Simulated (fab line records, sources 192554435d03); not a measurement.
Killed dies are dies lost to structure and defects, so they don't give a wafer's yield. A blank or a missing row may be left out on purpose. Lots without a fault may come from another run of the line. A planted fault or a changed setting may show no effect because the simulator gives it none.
fab line records | flow n5_finfet
record lots=11 wafers=33 last_day=17
route steps=1938 shown GATE_CUT@508 TV_OPEN@1887 PASSIVATION@1928
lots that met no fault: from a run of the same line without faults
start_h: hours from the record's first day to the start of the lot's first wafer shown | wait_h: hours since the lot's step before | " the same as in the row above | L1.1+2: a row that stands for several wafers | - no value, or no start given | * or withheld: withheld | < > ~ a bound
route shown NAME@n: a module of which the file shows steps, and the number in the route of the first | usual: mean/standard deviation of fault-free wafers | same: alike in all rows | chamber/n: place in a boat | sites: the reading at each site | _std_site: their standard deviation | _edge_site: outer sites' mean less inner sites' | radius_mm: how far each site lies from the wafer's centre | mask NAME#n: copy n | behind: the tool/chamber that last shaped the wafer | hold: why the lot was held/for how many hours/how that ended | device: the transistor (n, p or np) that didn't switch | end of line: the same wafers' tests at the end of the route | a step without rows: its recipe alone | killed: dies lost to structure and defects at the first sort, not the wafer's yield | map: a wafer's dies, x killed, . not, _ none there
set.NAME: the setting as run; set.NAME@STEP: as run at that earlier step | model.NAME: the simulator's own value behind a step, which no gauge read
steps of the route over a sample of lots; a table a step, a row a wafer
services: from which hour (start_h, from the record's first day; less than 0 if before it) a tool's chamber was out of use, for how many hours, and why
## steps
# step N5_GATE_CUT_STRIP_29
# recipe chemistry=post_etch_residue_remover time_s=60 temp_c=25 remover_ph=withheld remover_water_wt_pct=withheld remover_fluoride_wt_pct=withheld
# columns lot.wafer tool chamber start_h wait_h
L489.1+4+5 wet_bench-05 6,0,7 90.80 0.1
L491.1+3+5 wet_bench-02 3,7,6 98.31 0.1
L493.1+4+5 wet_bench-05 4,5,0 111.46 0.1
L492.1+5+6 wet_bench-05 3,1,4 113.01 0.1
L494.2+4+6 wet_bench-05 7,3,1 122.01 0.1
L496.1+2+5 wet_bench-05 7,0,1 129.50 0.1
L497.2+4+5 wet_bench-02 5,7,4 134.19 0.1
L498.1+2+5 wet_bench-02 5,7,6 142.05 0.1
L501.1+3+4 wet_bench-05 6,3,7 156.92 0.1
L505.1+4+5 wet_bench-05 0,3,2 179.82 0.1
L511.1+3+5 wet_bench-02 4,3,6 218.88 0.1
# step N5_PASSIVATION_PASS_ETCH_74
# recipe chemistry=CF4/O2 target=SiNx target_depth_a=2200 time_s=110 ion_energy_ev=100 pressure_mtorr=40 source_w=535 bias_w=49 Ar_flow_sccm=100 cf4_flow_sccm=100 O2_flow_sccm=10
# usual O2_flow_sccm=10.000/0.026 drypump_motor_current_A=5.8/0.45 oes_product_au=0.79/0.1 rf_vpp_V=241.4/2.8 showerhead_plenum_p_Torr=2.21/0.074 throttle_valve_pct=16.07/0.27
# columns lot.wafer tool chamber start_h wait_h O2_flow_sccm drypump_motor_current_A oes_product_au rf_hours_counter_h rf_vpp_V showerhead_plenum_p_Torr throttle_valve_pct
L489.1 rie_diel-02 1 268.31 0.0 9.993 5.9 0.89 34 243.5 2.34 15.66
L489.4 " 0 " " 10.037 6.0 0.69 - 239.4 2.17 16.44
L489.5 " 1 " " 9.946 5.9 0.90 - 244.0 2.34 15.66
L491.1 rie_diel-04 3 284.56 0.0 10.015 5.7 0.95 17 243.5 2.34 15.98
L491.3 " 0 " " 9.997 6.1 0.70 213 240.2 2.19 16.25
L491.5 " 1 " " 9.970 6.6 0.74 - 236.8 2.11 16.20
L493.1 rie_diel-02 3 293.41 0.0 10.045 4.7 0.72 219 238.0 2.19 16.30
L493.4 " 2 " " 10.010 5.6 0.73 168 243.6 2.20 15.84
L493.5 " 0 " " 9.981 6.0 0.68 - 238.6 2.17 16.46
L492.1 rie_diel-02 3 304.07 0.0 10.002 4.8 0.71 222 238.4 2.18 16.31
L492.5 " 1 " " 9.963 5.9 0.88 - 242.8 2.34 15.68
L492.6 " 3 " " 9.989 4.7 0.71 - 238.4 2.18 16.31
L498.1 rie_diel-05 3 321.28 0.0 10.030 5.6 0.69 232 244.9 2.17 16.56
L498.2 " 2 " " 9.992 5.5 0.88 30 238.5 2.16 15.64
L498.5 " 0 " " 9.965 5.4 0.66 - 242.7 2.17 16.25
L494.2 rie_diel-04 0 333.98 0.0 9.979 6.1 0.69 228 240.5 2.18 16.26
L494.4 " 2 " " 9.994 5.5 0.73 215 243.3 2.27 16.18
L494.6 " 2 " " 10.012 5.5 0.73 - 242.5 2.27 16.16
L496.1 rie_diel-05 1 338.96 0.0 9.988 6.7 0.67 254 243.9 2.17 16.38
L496.2 " 3 " " 10.022 5.6 0.68 240 243.8 2.17 16.56
L496.5 " 3 " " 10.006 5.6 0.69 - 244.1 2.17 16.56
L497.2 rie_diel-04 0 348.92 0.0 9.975 6.1 0.69 233 239.9 2.18 16.28
L497.4 " 2 " " 10.003 5.5 0.72 221 243.6 2.27 16.20
L497.5 " 2 " " 9.991 5.5 0.73 - 244.3 2.27 16.19
L501.1 rie_diel-05 2 364.76 0.0 10.023 5.5 0.84 50 238.6 2.15 15.66
L501.3 " 0 " " 9.988 5.4 0.94 10 241.7 2.16 15.80
L501.4 " 0 " " 9.981 5.4 0.96 - 242.2 2.16 15.79
L505.1 rie_diel-02 2 375.00 0.0 9.967 5.6 0.70 197 244.3 2.19 15.91
L505.4 " 0 " " 10.047 6.0 0.91 17 240.3 2.16 16.02
L505.5 " 1 " " 9.973 5.9 0.84 - 241.7 2.33 15.73
L511.1 rie_diel-04 1 400.20 0.0 10.000 6.6 0.72 228 236.5 2.10 16.26
L511.3 " 3 " " 9.978 5.7 0.89 53 245.1 2.33 16.04
L511.5 " 0 " " 10.054 6.1 0.67 - 239.3 2.18 16.29
# step N5_PASSIVATION_DESCUM_46
# recipe chemistry=O2 time_s=7.9 source_power_w=50 bias_power_w=20 pressure_mtorr=20 rf_frequency_hz=2.712e+07 temp_c=40 o2_flow_sccm=225
# usual drypump_motor_current_A=5.8/0.39 oes_product_au=0.79/0.076 rf_vpp_V=243.2/1.3 showerhead_plenum_p_Torr=2.10/0.069 throttle_valve_pct=20.51/0.27
# columns lot.wafer tool chamber start_h wait_h drypump_motor_current_A oes_product_au rf_hours_counter_h rf_vpp_V showerhead_plenum_p_Torr throttle_valve_pct
L489.1 rie_diel-06 3 272.01 0.1 5.4 0.80 118 243.8 2.10 20.32
L489.4 " 0 " " 5.8 0.74 - 243.2 2.10 20.59
L489.5 " 2 " " 6.8 0.72 - 242.8 2.07 20.94
L491.1 rie_diel-06 2 288.07 0.0 6.8 0.72 218 243.6 2.07 20.93
L491.3 " 1 " " 5.8 0.80 112 241.4 2.01 20.71
L491.5 " 0 " " 5.7 0.73 - 243.8 2.09 20.60
L493.1 rie_diel-06 1 297.75 0.0 5.8 0.79 116 242.4 2.01 20.73
L493.4 " 0 " " 5.7 0.72 180 244.1 2.09 20.61
L493.5 " 1 " " 5.8 0.79 - 242.3 2.01 20.72
L492.1 rie_diel-06 3 307.37 0.0 5.4 0.79 133 244.4 2.10 20.34
L492.5 " 0 " " 5.7 0.72 - 242.8 2.09 20.61
L492.6 " 1 " " 5.8 0.79 - 241.8 2.01 20.72
L498.1 rie_diel-06 3 325.30 0.0 5.4 0.79 139 243.1 2.10 20.34
L498.2 " 1 " " 5.7 0.77 127 241.3 2.01 20.75
L498.5 " 1 " " 5.8 0.77 - 241.3 2.01 20.75
L494.2 rie_diel-01 2 337.59 0.1 5.9 0.69 241 243.0 2.15 20.74
L494.4 " 3 " " 6.1 0.84 58 243.1 2.03 19.98
L494.6 " 2 " " 5.9 0.70 - 243.4 2.15 20.76
L496.1 rie_diel-01 3 342.78 0.0 6.1 0.83 61 243.3 2.03 19.99
L496.2 " 1 " " 5.5 0.76 164 243.1 2.09 20.17
L496.5 " 1 " " 5.5 0.76 - 243.9 2.09 20.19
L497.2 rie_diel-01 0 352.90 0.0 5.5 0.80 94 241.4 2.02 20.77
L497.4 " 3 " " 6.1 0.83 65 242.9 2.03 20.00
L497.5 " 3 " " 6.1 0.82 - 242.8 2.03 20.01
L501.1 rie_diel-06 0 368.70 0.0 5.8 0.71 206 243.8 2.08 20.64
L501.3 " 2 " " 6.8 0.69 247 243.2 2.06 21.00
L501.4 " 1 " " 5.7 0.76 144 242.3 2.00 20.76
L505.1 rie_diel-06 0 378.64 0.1 5.8 0.70 209 242.0 2.08 20.66
L505.4 " 2 " " 6.8 0.68 250 243.4 2.06 20.96
L505.5 " 3 " " 5.4 0.76 - 243.1 2.09 20.37
L511.1 rie_diel-01 0 403.87 0.1 5.5 0.78 116 241.9 2.01 20.78
L511.3 " 3 " " 6.1 0.79 86 243.1 2.02 20.02
L511.5 " 2 " " 5.9 0.95 - 244.1 2.15 20.36
# step N5_PASSIVATION_PROBE_49
# usual defect_limited_yield=91.1/1.4 killed_at_M0_to_M3=33/10 killed_at_M4_up=15/5.8 killed_at_contacts=13/5.9 killed_at_front_end=39/11 killed_at_other=4/3.6 killed_dies=105/16 killed_open=68/11 killed_short=34/7.8 sort_bin_5_function=5.2/0.88 sort_bin_6_memory=3.3/0.61 sort_n_pass=1075/16 sort_yield_pct=91.1/1.4
# same gross_dies=1180 killed_at_back_side=0 sort_bin_4_leakage[%]=0 sort_bin_8_speed[%]=0
# columns lot.wafer tool chamber start_h wait_h defect_limited_yield[%] killed_at_M0_to_M3 killed_at_M4_up killed_at_contacts killed_at_front_end killed_at_other killed_dies killed_open killed_short sort_bin_5_function[%] sort_bin_6_memory[%] sort_n_pass sort_yield_pct[%]
L505.1 prober-01 - 381.69 0.0 76.4 66 12 5 189 6 278 78 58 14.4 5.7 902 76.4
L505.4 prober-01 - 381.84 0.2 89.0 35 27 6 56 6 130 80 45 6.6 3.9 1050 89.0
L505.5 prober-01 - 381.89 0.2 90.8 43 19 2 40 4 108 74 29 5.1 3.4 1072 90.8
# killed by level:class
L505.1 GATE_CUT:unspecified=141 FIN_SAQP:geometric_particle:short=13 BEOL_M3:geometric_particle:open=11 FIN_SAQP:geometric_particle:open=10 BEOL_M1:geometric_particle:open=10 BEOL_M0_SAQP:geometric_particle:short=9 BEOL_M2:geometric_particle:short=9 BEOL_M2:geometric_particle:open=8
L505.4 FIN_SAQP:geometric_particle:short=20 BEOL_M3:geometric_particle:open=12 BEOL_M4:geometric_particle:open=10 FIN_SAQP:geometric_particle:open=9 STI_FIN_REVEAL:geometric_particle:open=9 STI_FIN_REVEAL:geometric_particle:short=7 BEOL_M2:geometric_particle:open=6 MOL_CONTACT_COAG:geometric_particle:open=5
L505.5 BEOL_M0_SAQP:geometric_particle:open=12 STI_FIN_REVEAL:geometric_particle:open=9 BEOL_M0:geometric_particle:open=8 FIN_SAQP:geometric_particle:short=7 BEOL_M0_SAQP:geometric_particle:short=6 BEOL_M3:geometric_particle:open=6 BEOL_M4:geometric_particle:open=6 BEOL_M8:geometric_particle:open=5
## services
# columns tool chamber start_h hours kind
rie_diel-01 0 70.33 - clean
rie_diel-01 0 70.33 - consumable_replace:focus_ring
rie_diel-01 0 70.33 22.1 scheduled_down
rie_diel-01 0 70.33 22.1 vent_cycle
rie_diel-02 3 86.41 11.3 repair
rie_diel-04 3 97.35 10.8 repair
rie_diel-04 - 100.48 4.0 repair
rie_diel-01 3 105.15 7.8 repair
rie_diel-01 3 137.44 - clean
rie_diel-02 - 139.51 0.9 repair
rie_diel-06 - 174.50 0.2 repair
rie_diel-02 0 202.66 7.8 repair
rie_diel-02 2 206.69 6.6 repair
rie_diel-01 1 247.05 2.6 repair
rie_diel-02 3 267.45 4.0 repair
rie_diel-02 - 275.75 2.8 pm
rie_diel-06 - 370.27 2.8 pm
rie_diel-06 2 379.23 - clean
rie_diel-06 2 379.23 - consumable_replace:esc
rie_diel-06 2 379.23 - consumable_replace:focus_ring
rie_diel-06 2 379.23 23.6 scheduled_down
rie_diel-06 2 379.23 23.6 vent_cycle
rie_diel-06 1 389.46 5.7 repair
rie_diel-02 3 398.43 8.6 repair
## key
first_sign step=N5_PASSIVATION_PROBE_49 reading=killed_at_front_end direction=up sigmas=14 usual=39 struck=189
effect step=N5_PASSIVATION_PROBE_49 reading=killed_dies direction=up sigmas=11 usual=105 struck=278
more_kills_born_at N5_GATE_CUT_STRIP_29@wet_bench-05=141
met_at N5_GATE_CUT_STRIP_29
struck_lots L505
struck_wafers L505.1
not_acting_at N5_PASSIVATION_PASS_ETCH_74,N5_PASSIVATION_DESCUM_46
onset_between 129.50 179.82
fault kind=chamber_particle_source tool=wet_bench-05 chamber=0 onset_h=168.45 steps=N5_GATE_CUT_STRIP_29 rate_per_visit_cm2=1.5328 end_h=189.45
